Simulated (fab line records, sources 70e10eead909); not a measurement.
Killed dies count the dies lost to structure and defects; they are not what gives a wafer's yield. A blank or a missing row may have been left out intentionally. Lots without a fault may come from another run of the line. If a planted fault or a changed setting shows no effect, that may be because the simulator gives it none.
Matching of chambers :: flow nand harc :: rie diel-12 running NHARC_A_ZERO_WELL_ETCH_19: 4 sister chambers
The step etches the open film in N2/H2, target depth 80 nm, overetch 24 nm, time 87.88 s. 8 wafers are shown with their chamber, then 7 later ones without.

== EACH WAFER AND ITS CHAMBER ==
wafer: L399.3
chamber: 3
showerhead plenum p Torr (Torr): 2.09
rf vpp V (V): 432.0

wafer: L399.5
chamber: 0
showerhead plenum p Torr (Torr): 1.98
rf vpp V (V): 428.4

wafer: L400.2
chamber: 3
showerhead plenum p Torr (Torr): 2.09
rf vpp V (V): 432.2

wafer: L406.2
chamber: 0
showerhead plenum p Torr (Torr): 1.97
rf vpp V (V): 429.5

wafer: L408.3
chamber: 1
showerhead plenum p Torr (Torr): 2.00
rf vpp V (V): 430.8

wafer: L408.5
chamber: 2
showerhead plenum p Torr (Torr): 1.91
rf vpp V (V): 427.1

wafer: L410.2
chamber: 1
showerhead plenum p Torr (Torr): 2.00
rf vpp V (V): 429.7

wafer: L410.3
chamber: 2
showerhead plenum p Torr (Torr): 1.91
rf vpp V (V): 425.3

== WAFERS WITH NO CHAMBER GIVEN ==
wafer: L410.5
showerhead plenum p Torr (Torr): 1.97
rf vpp V (V): 428.0

wafer: L418.2
showerhead plenum p Torr (Torr): 2.00
rf vpp V (V): 428.7

wafer: L418.4
showerhead plenum p Torr (Torr): 1.91
rf vpp V (V): 427.5

wafer: L418.5
showerhead plenum p Torr (Torr): 2.09
rf vpp V (V): 431.3

wafer: L419.2
showerhead plenum p Torr (Torr): 2.00
rf vpp V (V): 429.0

wafer: L419.3
showerhead plenum p Torr (Torr): 2.09
rf vpp V (V): 432.6

wafer: L419.6
showerhead plenum p Torr (Torr): 2.09
rf vpp V (V): 432.0

== EACH ONE'S CHAMBER ==
wafer: L410.5
from the rows above: 0
in truth: 0

wafer: L418.2
from the rows above: 1
in truth: 1

wafer: L418.4
from the rows above: 2
in truth: 2

wafer: L418.5
from the rows above: 3
in truth: 3

wafer: L419.2
from the rows above: 1
in truth: 1

wafer: L419.3
from the rows above: 3
in truth: 3

wafer: L419.6
from the rows above: 3
in truth: 3
7 of 7 placed correctly. From these rows, 0 cannot be placed. Number placed wrongly: 0.
How it was worked out, from the rows above alone: a wafer's distance from a chamber is the root of the sum, over the readings, of the square of ((its reading less the chamber's mean) divided by the reading's scatter). The wafer belongs to the nearest chamber; if the next one is less than 2 further off, it can't be placed. The mean given for a chamber averages the wafers shown for that chamber. The scatter: take each reading less its chamber's mean, square it, sum over the shown wafers, divide by the number of wafers less the number of chambers, and take the root.
